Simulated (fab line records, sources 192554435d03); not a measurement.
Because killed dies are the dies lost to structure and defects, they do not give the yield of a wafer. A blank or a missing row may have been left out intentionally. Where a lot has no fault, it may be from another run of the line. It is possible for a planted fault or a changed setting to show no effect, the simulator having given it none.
Matching of chambers :: flow n5_finfet :: 4 sister chambers for N5_FIN_SAQP_DESCUM_21 on rie_diel-04
The step chemistry O2, time 7.9 s. 4 wafers are shown with their chamber, then 9 later ones without.

== WAFERS PAIRED WITH THEIR CHAMBERS ==
wafer: L078.1
chamber: 2
showerhead_plenum_p_Torr (Torr): 2.14

wafer: L080.1
chamber: 3
showerhead_plenum_p_Torr (Torr): 2.18

wafer: L086.1
chamber: 0
showerhead_plenum_p_Torr (Torr): 2.00

wafer: L086.5
chamber: 1
showerhead_plenum_p_Torr (Torr): 2.14

== WAFERS WITH NO CHAMBER GIVEN ==
wafer: L087.3
showerhead_plenum_p_Torr (Torr): 2.00

wafer: L087.4
showerhead_plenum_p_Torr (Torr): 2.18

wafer: L087.6
showerhead_plenum_p_Torr (Torr): 2.00

wafer: L088.1
showerhead_plenum_p_Torr (Torr): 2.18

wafer: L088.3
showerhead_plenum_p_Torr (Torr): 2.14

wafer: L088.4
showerhead_plenum_p_Torr (Torr): 2.14

wafer: L089.1
showerhead_plenum_p_Torr (Torr): 2.00

wafer: L089.2
showerhead_plenum_p_Torr (Torr): 2.17

wafer: L089.6
showerhead_plenum_p_Torr (Torr): 2.14

== EACH ONE'S CHAMBER ==
wafer: L087.3
from the rows above: 0
in truth: 0

wafer: L087.4
from the rows above: 3
in truth: 3

wafer: L087.6
from the rows above: 0
in truth: 0

wafer: L088.1
from the rows above: 3
in truth: 3

wafer: L088.3
from the rows above: can't be placed: 1 or 2
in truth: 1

wafer: L088.4
from the rows above: can't be placed: 1 or 2
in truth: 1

wafer: L089.1
from the rows above: 0
in truth: 0

wafer: L089.2
from the rows above: 3
in truth: 3

wafer: L089.6
from the rows above: can't be placed: 1 or 2
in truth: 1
Placed correctly: 6 of 9. Unplaceable from these rows: 3, with the true chamber sitting among the candidates in 3. Placed wrongly: 0.
How it was worked out, from the rows above alone: a wafer's distance from a chamber is the root of the sum, over the readings, of the square of ((its reading less the chamber's mean) divided by the reading's scatter). The wafer belongs to the nearest chamber; if the next one is less than 2 further off, it can't be placed. The mean given for a chamber averages the wafers shown for that chamber. The scatter: with one shown wafer a chamber, the root of the mean of the squares of how far each hidden wafer lies from its nearest shown one.
